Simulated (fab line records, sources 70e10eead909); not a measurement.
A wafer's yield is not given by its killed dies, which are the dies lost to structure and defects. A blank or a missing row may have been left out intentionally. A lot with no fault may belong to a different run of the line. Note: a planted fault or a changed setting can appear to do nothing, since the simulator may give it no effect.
A lot that was struck, set against a sound lot    flow nand_harc    15 out of 1302 route steps
Sound: these wafers, L287.1, L287.5, L287.6. The struck wafers were L288.2, L288.4, L288.5. The cause comes at the end.
For every step that has rows: the tool of each side, followed by ch and its chambers, followed by its first start. Under that, the readings that differ: sound wafers    struck wafers    difference of the means    sigmas: that difference in standard deviations of wafers without a fault.
alike: words and numbers the same on both sides, and readings whose means are apart by under 2 such deviations; not compared: readings that were withheld, readings missing a value for some wafer, numbers with overlapping values and no deviation given by the record, and bounds like >300 which may hide the same value.
A row with sigmas, a row that says differs or no value, or rows on one side alone: a step with any of these is where the two part. Numbers that don't overlap but have no deviation are shown without sigmas and don't part them. Lack of a reading on every wafer of one side parts them only where that side has two or more wafers.

first, 5 steps without rows for these wafers: NHARC_A_BONDPAD_SOFTBAKE_04 (time 70 s); NHARC_A_BONDPAD_EBR_05; NHARC_A_BONDPAD_EXPOSE_06 (exposes mask A BPAD); NHARC_A_BONDPAD_PEB_07 (peb time 80 s); NHARC_A_BONDPAD_DEVELOP_08 (time 50 s).
NHARC_A_BONDPAD_CD_MEAS_09: target cd 500 nm.
  sound on cd_sem-01 ch 0, day 24 05:48; struck on cd_sem-01 ch 0, day 24 12:11
  alike: cd_nm
NHARC_A_BONDPAD_OVL_MEAS_35:
  sound: overlay-01 at day 24 05:53; struck: overlay-01 at day 24 12:16
  alike: overlay_x_nm, overlay_y_nm
then, 1 step without rows for these wafers: NHARC_A_BONDPAD_HARDBAKE_10 (time 65 s).
NHARC_A_BONDPAD_DESCUM_11: chemistry O2, time 3 s.
  sound on rie_diel-06 ch 0,1,3, day 24 06:02; struck on rie_diel-07 ch 2,3, day 24 12:24
  alike: drypump_motor_current_A, oes_product_au, rf_vpp_V, showerhead_plenum_p_Torr, throttle_valve_pct
  not compared: rf_hours_counter_h
NHARC_A_BONDPAD_ETCH_34: etches the open film in N2/H2, target depth 60 nm, overetch 18 nm, time 65.91 s.
  sound on rie_diel-06 ch 0,1,2, day 24 06:07; struck on rie_diel-07 ch 0,3, day 24 12:29
  alike: drypump_motor_current_A, oes_product_au, rf_vpp_V, showerhead_plenum_p_Torr, throttle_valve_pct
  not compared: rf_hours_counter_h
NHARC_A_BONDPAD_ETCH_12: etches the open film in CHF3/O2, target depth 220 nm, time 110 s.
  sound: rie_diel-06 ch 0,1,3; struck: rie_diel-07 ch 0,1
reading                sound              struck             difference  sigmas
oes_product_au (a.u.)  0.972 0.953 0.989  0.924 0.926 0.923  -0.047      -2
  alike: drypump_motor_current_A, rf_vpp_V, showerhead_plenum_p_Torr, throttle_valve_pct
  not compared: rf_hours_counter_h
NHARC_A_BONDPAD_CD_MEAS_13:
  sound: cd_sem-03 at day 24 06:20; struck: cd_sem-02 at day 24 12:43
  alike: cd_nm
NHARC_A_BONDPAD_STRIP_15: strips in O2.
  sound on rie_diel-07 ch 0,1, day 24 06:25; struck on rie_diel-06 ch 2,3, day 24 12:47
reading                         sound              struck             difference  sigmas
chamber_pressure_mTorr (mTorr)  60.04 59.96 60.03  55.41 55.37 55.34  -4.64       -87
  alike: drypump_motor_current_A, oes_product_au, rf_vpp_V, showerhead_plenum_p_Torr, throttle_valve_pct
  not compared: rf_hours_counter_h
NHARC_A_BONDPAD_ETCH_24: etches the open film in CF4/N2, target depth 30 nm, time 72.99 s.
  sound: rie_diel-07 ch 0,1,2; struck: rie_diel-06 ch 0,1,3
  alike: drypump_motor_current_A, oes_product_au, rf_vpp_V, showerhead_plenum_p_Torr, throttle_valve_pct
  not compared: rf_hours_counter_h
NHARC_END_SORT_01:
  sound on prober-02 ch 0, day 25 12:50; struck on prober-01 ch 0, day 25 18:47
reading                   sound     struck    difference  sigmas
defect_limited_yield (%)  97 96 96  89 89 90  -7          -2
killed_at_array           18 21 21  71 74 66  +50         +2
killed_dies               20 24 26  76 75 71  +51         +2
  alike: killed_at_other, killed_at_periphery, killed_open, killed_short

## WHERE THEY PART
At NHARC_A_BONDPAD_ETCH_12 first; at NHARC_END_SORT_01 last (within this record only).

WHY: what had been put in by the simulator
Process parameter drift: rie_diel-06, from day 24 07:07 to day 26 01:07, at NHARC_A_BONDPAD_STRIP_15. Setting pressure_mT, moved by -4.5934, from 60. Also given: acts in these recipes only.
